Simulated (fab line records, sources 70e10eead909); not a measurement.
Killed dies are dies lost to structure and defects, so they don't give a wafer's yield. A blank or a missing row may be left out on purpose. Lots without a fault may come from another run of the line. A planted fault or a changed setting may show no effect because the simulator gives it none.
Chamber matching | flow nand_harc | NHARC_A_STAIRCASE_DEP_322 on pecvd-01: 3 sister chambers
The step deposits SiO2, target thk 7200 nm. 6 wafers are shown with their chamber, then 9 later ones without.

WAFERS WITH THEIR CHAMBER
wafer  | chamber | heater_power_w (W)
L080.4 | 0       | 447
L086.4 | 0       | 451
L086.5 | 1       | 799
L089.2 | 2       | 603
L089.4 | 2       | 569
L089.5 | 1       | 817

WAFERS WITHOUT THEIR CHAMBER
wafer  | heater_power_w (W)
L090.1 | 482
L090.4 | 570
L090.5 | 792
L092.1 | 560
L092.3 | 959
L092.5 | 552
L096.1 | 986
L096.3 | 541
L096.6 | 444

WHICH CHAMBER EACH WENT THROUGH
wafer  | from the rows above | in truth
L090.1 | 0                   | 0
L090.4 | 2                   | 2
L090.5 | 1                   | 1
L092.1 | 2                   | 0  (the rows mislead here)
L092.3 | 1                   | 1
L092.5 | 2                   | 2
L096.1 | 1                   | 1
L096.3 | 2                   | 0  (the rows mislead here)
L096.6 | 0                   | 0
Placed correctly: 7 of 9. Can't be placed from these rows: 0. Placed wrongly: 2.
How it was worked out, from the rows above alone: a wafer's distance from a chamber is the root of the sum, over the readings, of the square of ((its reading less the chamber's mean) divided by the reading's scatter). The wafer belongs to the nearest chamber; if the next one is less than 2 further off, it can't be placed. A chamber's mean is the mean of its shown wafers. The scatter: the root of (the sum of the squares of (reading less its chamber's mean) over the shown wafers, divided by (wafers less chambers)).
